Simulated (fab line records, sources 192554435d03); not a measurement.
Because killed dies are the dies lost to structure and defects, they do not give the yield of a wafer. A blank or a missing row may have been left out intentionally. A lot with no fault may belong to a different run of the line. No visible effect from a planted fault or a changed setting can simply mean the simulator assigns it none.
Chamber matching :: flow n5Finfet :: aldMetal-04 running N5_HKMG_FIN_ALD_91: 4 sister chambers
The step deposits TiN, target thk 1 nm, pulse time 1 s, purge time 3 s. 8 wafers are shown with their chamber, then 9 later ones without.

== WAFERS PAIRED WITH THEIR CHAMBERS ==
wafer: L075.6
chamber: 2
heaterPowerW (W): 1030
precursorPulseHeightRel: 0.997

wafer: L079.4
chamber: 2
heaterPowerW (W): 1049
precursorPulseHeightRel: 1.016

wafer: L084.2
chamber: 3
heaterPowerW (W): 740
precursorPulseHeightRel: 0.994

wafer: L087.3
chamber: 1
heaterPowerW (W): 1038
precursorPulseHeightRel: 0.979

wafer: L087.6
chamber: 0
heaterPowerW (W): 756
precursorPulseHeightRel: 1.003

wafer: L088.2
chamber: 1
heaterPowerW (W): 1034
precursorPulseHeightRel: 0.997

wafer: L088.3
chamber: 0
heaterPowerW (W): 745
precursorPulseHeightRel: 0.999

wafer: L088.5
chamber: 3
heaterPowerW (W): 739
precursorPulseHeightRel: 0.980

== WAFERS WHOSE CHAMBER IS MISSING ==
wafer: L089.2
heaterPowerW (W): 751
precursorPulseHeightRel: 1.002

wafer: L089.3
heaterPowerW (W): 1024
precursorPulseHeightRel: 0.995

wafer: L089.4
heaterPowerW (W): 748
precursorPulseHeightRel: 0.984

wafer: L091.3
heaterPowerW (W): 765
precursorPulseHeightRel: 0.984

wafer: L091.5
heaterPowerW (W): 1034
precursorPulseHeightRel: 0.979

wafer: L091.6
heaterPowerW (W): 1046
precursorPulseHeightRel: 1.004

wafer: L092.3
heaterPowerW (W): 1013
precursorPulseHeightRel: 0.996

wafer: L092.4
heaterPowerW (W): 770
precursorPulseHeightRel: 0.985

wafer: L092.6
heaterPowerW (W): 1022
precursorPulseHeightRel: 1.014

== WHICH CHAMBER EACH ONE RAN IN ==
wafer: L089.2
from the rows above: can't be placed: 0 or 3
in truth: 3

wafer: L089.3
from the rows above: can't be placed: 1 or 2
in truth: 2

wafer: L089.4
from the rows above: can't be placed: 3 or 0
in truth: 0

wafer: L091.3
from the rows above: can't be placed: 0 or 3
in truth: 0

wafer: L091.5
from the rows above: can't be placed: 1 or 2
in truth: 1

wafer: L091.6
from the rows above: can't be placed: 2 or 1
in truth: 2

wafer: L092.3
from the rows above: can't be placed: 1 or 2
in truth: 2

wafer: L092.4
from the rows above: can't be placed: 0 or 3
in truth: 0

wafer: L092.6
from the rows above: can't be placed: 2 or 1
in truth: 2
0 of 9 placed correctly. Can't be placed from these rows: 9 (the true chamber is among the candidates in 9). Placed wrongly: 0.
How it was worked out, from the rows above alone: a wafer's distance from a chamber is the root of the sum, over the readings, of the square of ((its reading less the chamber's mean) divided by the reading's scatter). If the next closest chamber is less than 2 further off than the closest, the wafer can't be placed; otherwise it belongs to the closest. For every chamber, the mean is computed from those of its wafers that are shown. The scatter is the square root of a quotient: the sum, over the shown wafers, of each reading's squared deviation from its chamber's mean, divided by wafers minus chambers.
